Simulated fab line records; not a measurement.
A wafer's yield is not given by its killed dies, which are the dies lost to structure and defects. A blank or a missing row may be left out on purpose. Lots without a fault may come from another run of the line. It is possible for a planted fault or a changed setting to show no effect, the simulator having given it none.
Comparing a struck lot with a sound one    flow nand_harc    14 out of 1302 route steps
Sound: the wafers L248.2, L248.3, L248.5. The struck wafers were L246.1, L246.2, L246.3. The cause is named last.
Per side, at each step with rows, come the tool, then ch with its chambers, and then its first start. Under that, the readings that differ: sound wafers    struck wafers    difference of the means    sigmas: that difference in standard deviations of wafers without a fault.
alike: words and numbers the same on both sides, and readings whose means are apart by under 2 such deviations; not compared: readings that were withheld, readings missing a value for some wafer, numbers with overlapping values and no deviation given by the record, and bounds like >300 which may hide the same value.
Wherever a step has rows on one side only, a row that says differs or no value, or a row with sigmas, the two part there. Non-overlapping numbers with no deviation appear without sigmas and do not part them. Lack of a reading on every wafer of one side parts them only where that side has two or more wafers.

first, 3 steps without rows for these wafers: NHARC_A_CONTACT_EXPOSE_39 (exposes mask A CC 3); NHARC_A_CONTACT_PEB_40 (peb time 65 s); NHARC_A_CONTACT_DEVELOP_41 (develop time 35 s).
NHARC_A_CONTACT_CD_MEAS_42 targets a cd of 300 nm.
  sound on cd_sem-02 ch 0, day 28 21:32; struck on cd_sem-01 ch 0, day 29 10:39
  alike: cd_nm
NHARC_A_CONTACT_OVL_MEAS_43:
  sound on overlay-02, day 28 21:38; struck on overlay-02, day 29 10:44
  alike: overlay_x_nm, overlay_y_nm
NHARC_A_CONTACT_INSPECT_44:
  sound on defect_inspect-02, day 28 21:40; struck on defect_inspect-01, day 29 10:46
  alike: raw_defect_count
then, 1 step without rows for these wafers: NHARC_A_CONTACT_DESCUM_47 (chemistry O2, time 3 s).
NHARC_A_CONTACT_ETCH_48: etches the open film in CF4, target depth 39 nm, time 65 s.
  sound on rie_diel-08 ch 0,2, day 28 21:49; struck on rie_diel-04 ch 0,2,3, day 29 10:58
reading                          sound              struck             difference  sigmas
rf_vpp_V (V)                     150.3 149.7 149.6  151.9 153.2 153.1  +2.9        +2
showerhead_plenum_p_Torr (Torr)  1.71 1.71 1.71     1.89 1.86 1.88     +0.17       +2
  alike: bias_w, cf4_flow_sccm, drypump_motor_current_A, oes_product_au, throttle_valve_pct
  not compared: rf_hours_counter_h
NHARC_A_CONTACT_ETCH_49: etches the open film in N2/H2, target depth 260 nm, time 475.3 s.
  sound on rie_diel-08 ch 0,1,3; struck on rie_diel-04 ch 1,2,3
  alike: bias_w, chamber_pressure_mTorr, drypump_motor_current_A, oes_product_au, rf_vpp_V, showerhead_plenum_p_Torr, throttle_valve_pct
  not compared: rf_hours_counter_h
NHARC_A_CONTACT_ETCH_50: etches the open film in CF4/CHF3, target depth 121 nm, time 60.5 s.
  sound on rie_diel-08 ch 2,3; struck on rie_diel-04 ch 0,2,3
reading                          sound              struck             difference  sigmas
rf_vpp_V (V)                     369.3 370.6 367.5  374.4 374.4 374.4  +5.3        +2
showerhead_plenum_p_Torr (Torr)  1.52 1.55 1.52     1.67 1.66 1.69     +0.14       +2
  alike: bias_w, cf4_flow_sccm, drypump_motor_current_A, oes_product_au, throttle_valve_pct
  not compared: rf_hours_counter_h
then, 1 step without rows for these wafers: NHARC_A_CONTACT_ETCH_51 (etches the open film in O2/COS, target depth 7000 nm, time 1820 s).
NHARC_A_CONTACT_ETCH_111: etches the open film in C4F8/O2/Ar, time 140 s, target depth 700 nm.
  sound on har_cap_etch-02 ch 0,1, day 28 23:33; struck on har_cap_etch-03 ch 0,1, day 29 12:44
  alike: chamber_pressure_mTorr, oes_air_line_au
  not compared: rf_hours_counter_h
NHARC_A_CONTACT_ETCH_112: etches the open film in C4F8/O2/Ar, time 190 s, target depth 1850 nm.
  sound on har_cap_etch-02 ch 0,1, day 28 23:45; struck on har_cap_etch-03 ch 0,1, day 29 12:59
  no value came back on the struck wafers for chamber_pressure_mTorr (mTorr), oes_air_line_au (a.u.); on the sound wafers chamber_pressure_mTorr (mTorr) reads 19.994 20.005 20.034
  not compared: rf_hours_counter_h
NHARC_A_CONTACT_ETCH_113: etches the open film in C4F8/O2/Ar, time 190 s, target depth 1850 nm.
  sound on har_cap_etch-02 ch 0,1, day 28 23:55; struck on har_cap_etch-03 ch 0,1, day 29 13:14
  alike: chamber_pressure_mTorr, oes_air_line_au
  not compared: rf_hours_counter_h

== WHERE THEY PART ==
At NHARC_A_CONTACT_ETCH_48 first; at NHARC_A_CONTACT_ETCH_112 last (within this record only). Later steps at which nothing parts them and some readings are alike: NHARC_A_CONTACT_ETCH_113.

WHY: what had been put in by the simulator
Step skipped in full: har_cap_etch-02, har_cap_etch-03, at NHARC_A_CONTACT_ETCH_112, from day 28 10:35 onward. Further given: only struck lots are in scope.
